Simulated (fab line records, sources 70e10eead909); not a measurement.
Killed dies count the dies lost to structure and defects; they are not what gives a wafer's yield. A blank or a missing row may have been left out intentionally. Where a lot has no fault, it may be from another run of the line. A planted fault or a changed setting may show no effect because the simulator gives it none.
Which of the tools did it?	flow nand-harc	6 lots, 18 wafers sampled, at 5 steps of a route of 1159

## WHAT EACH GAUGE READ, for each wafer
NHARC_END_SORT_01.
lot	measured	on	killed-at-array
L274	day 20 22:55	prober-01	674 673 671

## WHICH TOOL RAN EACH LOT (tool, then ch and the chambers of the sampled wafers, then the start)
lot	NHARC_A_CHANNEL_HOLE_D1_ETCH_26	NHARC_A_CHANNEL_HOLE_D1_XSEM_31	NHARC_A_CHANNEL_FILL_D1_ALD_15	NHARC_A_CHANNEL_FILL_D1_CVD_18
L269	har-etch-01 ch 0,1, day 9 00:28	xsem-01 ch 0, day 9 02:19	ald-sin-batch-01 ch 0, day 10 00:36 or earlier	lpcvd-poly-01 ch 0, day 10 00:36
L273	har-etch-01 ch 0, day 9 13:25	xsem-01 ch 0, day 9 15:13	ald-sin-batch-02 ch 0, day 10 13:44 or earlier	lpcvd-poly-01 ch 0, day 10 13:44
L274	har-etch-01 ch 0,1, day 9 23:49	xsem-02 ch 0, day 10 01:47	ald-sin-batch-03 ch 0, day 11 00:05 or earlier	lpcvd-poly-01 ch 0, day 11 00:05 and lpcvd-poly-03 ch 0, day 11 02:20
L281	har-etch-01 ch 0,1, day 11 11:55	xsem-01 ch 0, day 11 13:42	ald-sin-batch-03 ch 0, day 12 00:07	lpcvd-poly-03 ch 0, day 12 13:58
L284	har-etch-02 ch 0,1, day 12 14:16	xsem-01 ch 0, day 12 16:03	ald-sin-batch-02 ch 0, day 13 03:09	lpcvd-poly-01 ch 0, day 13 14:55
L288	har-etch-01 ch 0,1, day 13 16:27	xsem-01 ch 0, day 13 18:17	ald-sin-batch-01 ch 0, day 14 16:50 or earlier	lpcvd-poly-01 ch 0, day 14 16:50
- NHARC_A_CHANNEL_HOLE_D1_ETCH_26: etches the open film in C4F8/O2/Ar, time 224.1 s, target depth 300 nm.
- NHARC_A_CHANNEL_HOLE_D1_XSEM_31
- NHARC_A_CHANNEL_FILL_D1_ALD_15: deposits SiNx, target thk 2 nm, pulse time 60 s, ald cycles 19.
- NHARC_A_CHANNEL_FILL_D1_CVD_18: deposits poly-Si, target thk 3 nm.

## THE ANSWER, worked out from the rows above alone
Rule: the usual values come from the lots themselves. The widest of any qualifying gaps counts: lots, ordered by their means at a reading, are off when they make up no more than a third of the lots, leave a main group of 4 or more, and stand apart from it by 3 or more times the standard deviation of that group's means. A main group is skipped when, at the precision printed for the reading in the tables above, its means are all equal. A lot without any number at a reading at which 4 lots or more have one is off too. Any other lot the step has rows for is counted as sound.
No lot is off at any reading shown: from this, nothing can be told.

## WHAT THE SIMULATOR PUT IN
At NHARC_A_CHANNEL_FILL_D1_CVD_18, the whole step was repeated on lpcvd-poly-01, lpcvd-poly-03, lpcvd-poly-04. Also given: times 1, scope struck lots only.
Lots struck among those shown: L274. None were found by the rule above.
